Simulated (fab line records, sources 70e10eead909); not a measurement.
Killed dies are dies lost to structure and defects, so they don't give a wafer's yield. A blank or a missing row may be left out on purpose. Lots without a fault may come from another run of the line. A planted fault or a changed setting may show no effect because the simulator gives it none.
Chamber matching | flow nand_harc | NHARC_P_CONTACT_CMP_01 on cmp-02: 4 sister chambers
The step polishes SiO2, target thk 200 nm. 4 wafers are shown with their chamber, then 7 later ones without.

WAFERS WITH THEIR CHAMBER
wafer  | chamber | motor_current_A (A)
L082.1 | 2       | 10.6
L082.2 | 0       | 11.7
L083.1 | 1       | 11.5
L083.2 | 3       | 12.6

WAFERS WITHOUT THEIR CHAMBER
wafer  | motor_current_A (A)
L083.3 | 11.4
L087.1 | 11.3
L087.2 | 11.2
L087.6 | 11.7
L094.2 | 11.8
L094.4 | 12.4
L094.5 | 11.4

WHICH CHAMBER EACH WENT THROUGH
wafer  | from the rows above          | in truth
L083.3 | can't be placed: 1 or 0      | 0
L087.1 | can't be placed: 1 or 0      | 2
L087.2 | can't be placed: 1 or 0 or 2 | 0
L087.6 | can't be placed: 0 or 1      | 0
L094.2 | can't be placed: 0 or 1      | 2
L094.4 | 3                            | 3
L094.5 | can't be placed: 1 or 0      | 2
Placed correctly: 1 of 7. Can't be placed from these rows: 6 (the true chamber is among the candidates in 3). Placed wrongly: 0.
How it was worked out, from the rows above alone: a wafer's distance from a chamber is the root of the sum, over the readings, of the square of ((its reading less the chamber's mean) divided by the reading's scatter). The wafer belongs to the nearest chamber; if the next one is less than 2 further off, it can't be placed. A chamber's mean is the mean of its shown wafers. The scatter: with one shown wafer a chamber, the root of the mean of the squares of how far each hidden wafer lies from its nearest shown one.
